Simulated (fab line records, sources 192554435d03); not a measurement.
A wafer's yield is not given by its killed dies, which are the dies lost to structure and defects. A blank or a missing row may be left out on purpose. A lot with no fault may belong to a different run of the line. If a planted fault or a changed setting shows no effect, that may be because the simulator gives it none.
Chamber matching + flow n5-finfet + N5_BEOL_M11_ETCH_61 on rie-diel-06 has 4 sister chambers
The step etches SiARC in CF4, target depth 39 nm, time 65 s. 16 wafers are shown with their chamber, then 8 later ones without.

== WAFERS, EACH WITH ITS CHAMBER ==
| wafer  | chamber | drypump-motor-current-A (A) | showerhead-plenum-p-Torr (Torr) | throttle-valve-pct (%) |
|--------|---------|-----------------------------|---------------------------------|------------------------|
| L074.2 | 1       | 5.7                         | 2.28                            | 15.38                  |
| L074.3 | 0       | 5.4                         | 2.12                            | 15.87                  |
| L074.4 | 3       | 5.2                         | 2.10                            | 15.47                  |
| L083.2 | 2       | 5.8                         | 2.15                            | 15.74                  |
| L083.3 | 3       | 5.2                         | 2.10                            | 15.50                  |
| L083.6 | 2       | 5.8                         | 2.15                            | 15.73                  |
| L081.3 | 0       | 5.4                         | 2.11                            | 15.91                  |
| L081.5 | 3       | 5.2                         | 2.09                            | 15.52                  |
| L081.6 | 2       | 5.8                         | 2.15                            | 15.76                  |
| L092.2 | 2       | 5.8                         | 2.14                            | 15.77                  |
| L092.5 | 1       | 5.7                         | 2.26                            | 15.46                  |
| L092.6 | 3       | 5.1                         | 2.09                            | 15.54                  |
| L093.1 | 2       | 5.8                         | 2.14                            | 15.77                  |
| L093.3 | 1       | 5.7                         | 2.26                            | 15.45                  |
| L093.6 | 2       | 5.8                         | 2.14                            | 15.78                  |
| L091.1 | 2       | 5.8                         | 2.14                            | 15.79                  |

SIGNATURES, as means of the wafers listed above
| reading                  | chamber 0 | chamber 1 | chamber 2 | chamber 3 | scatter within a chamber |
|--------------------------|-----------|-----------|-----------|-----------|--------------------------|
| drypump-motor-current-A  | 5.400     | 5.700     | 5.800     | 5.175     | 0.025                    |
| showerhead-plenum-p-Torr | 2.1150    | 2.2667    | 2.1443    | 2.0950    | 0.007                    |
| throttle-valve-pct       | 15.8900   | 15.4300   | 15.7629   | 15.5075   | 0.0289                   |
Rule: for each reading, subtract the chamber's mean from the wafer's reading, divide by that reading's scatter and square the result; add these up over the readings and take the root, which gives the wafer's distance from the chamber. If the next closest chamber is less than 2 further off than the closest, the wafer can't be placed; otherwise it belongs to the closest. The scatter: the root of (the sum of the squares of (reading less its chamber's mean) over the shown wafers, divided by (wafers less chambers)).

== WAFERS WHOSE CHAMBER IS MISSING ==
| wafer  | drypump-motor-current-A (A) | showerhead-plenum-p-Torr (Torr) | throttle-valve-pct (%) |
|--------|-----------------------------|---------------------------------|------------------------|
| L091.3 | 5.7                         | 2.26                            | 15.44                  |
| L091.6 | 5.7                         | 2.26                            | 15.45                  |
| L095.2 | 5.8                         | 2.14                            | 15.79                  |
| L095.3 | 5.4                         | 2.11                            | 15.45                  |
| L095.6 | 5.4                         | 2.11                            | 15.46                  |
| L094.1 | 5.4                         | 2.11                            | 15.46                  |
| L094.2 | 5.7                         | 2.26                            | 15.46                  |
| L094.3 | 5.2                         | 2.09                            | 15.57                  |

== WHICH CHAMBER EACH WENT THROUGH ==
| wafer  | from the rows above | in truth                   |
|--------|---------------------|----------------------------|
| L091.3 | 1                   | 1                          |
| L091.6 | 1                   | 1                          |
| L095.2 | 2                   | 2                          |
| L095.3 | 3                   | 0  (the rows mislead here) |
| L095.6 | 3                   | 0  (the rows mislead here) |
| L094.1 | 3                   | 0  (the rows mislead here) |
| L094.2 | 1                   | 1                          |
| L094.3 | 3                   | 3                          |
Placed correctly: 5 of 8. Can't be placed from these rows: 0. 3 placed wrongly.
